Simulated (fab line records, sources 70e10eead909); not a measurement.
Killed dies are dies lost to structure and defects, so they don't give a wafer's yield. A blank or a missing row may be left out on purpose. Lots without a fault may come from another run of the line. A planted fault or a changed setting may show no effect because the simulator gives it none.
Chamber matching | flow nand_harc | NHARC_A_CHANNEL_FILL_D2_ETCHBACK_20 on rie_diel-06: 4 sister chambers
The step etches the open film in C4F8/O2/Ar, target depth 27 nm, time 13.5 s. 18 wafers are shown with their chamber, then 9 later ones without.

WAFERS WITH THEIR CHAMBER
wafer  | chamber | rf_vpp_V (V) | oes_product_au (a.u.)
L075.1 | 2       | 989          | 0.983
L075.3 | 1       | 976          | 1.005
L075.4 | 0       | 982          | 0.996
L079.1 | 0       | 981          | 0.990
L079.4 | 1       | 977          | 1.002
L079.5 | 0       | 982          | 0.988
L077.3 | 1       | 975          | 0.931
L077.5 | 3       | 988          | 0.904
L077.6 | 2       | 987          | 0.922
L082.3 | 1       | 975          | 1.008
L082.5 | 2       | 988          | 0.987
L082.6 | 3       | 987          | 0.995
L086.2 | 3       | 988          | 0.991
L086.5 | 3       | 987          | 1.003
L086.6 | 2       | 989          | 0.993
L087.2 | 3       | 987          | 0.992
L087.3 | 0       | 982          | 0.984
L087.6 | 0       | 984          | 0.986

SIGNATURES (means of the wafers above)
reading        | chamber 0 | chamber 1 | chamber 2 | chamber 3 | scatter within a chamber
rf_vpp_V       | 982.20    | 975.75    | 988.25    | 987.40    | 0.906
oes_product_au | 0.98880   | 0.98650   | 0.97125   | 0.97700   | 0.0319
Rule: a wafer's distance from a chamber is the root of the sum, over the readings, of the square of ((its reading less the chamber's mean) divided by the reading's scatter). The wafer belongs to the nearest chamber; if the next one is less than 2 further off, it can't be placed. The scatter: the root of (the sum of the squares of (reading less its chamber's mean) over the shown wafers, divided by (wafers less chambers)).

WAFERS WITHOUT THEIR CHAMBER
wafer  | rf_vpp_V (V) | oes_product_au (a.u.)
L089.3 | 988          | 0.996
L089.4 | 975          | 0.999
L089.5 | 987          | 0.998
L094.4 | 988          | 0.980
L094.5 | 975          | 0.980
L094.6 | 986          | 0.987
L097.1 | 986          | 0.991
L097.3 | 983          | 0.982
L097.5 | 989          | 0.990

WHICH CHAMBER EACH WENT THROUGH
wafer  | from the rows above     | in truth
L089.3 | can't be placed: 2 or 3 | 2
L089.4 | 1                       | 1
L089.5 | can't be placed: 3 or 2 | 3
L094.4 | can't be placed: 2 or 3 | 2
L094.5 | 1                       | 1
L094.6 | can't be placed: 3 or 2 | 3
L097.1 | can't be placed: 3 or 2 | 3
L097.3 | 0                       | 0
L097.5 | can't be placed: 2 or 3 | 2
Placed correctly: 3 of 9. Can't be placed from these rows: 6 (the true chamber is among the candidates in 6). Placed wrongly: 0.
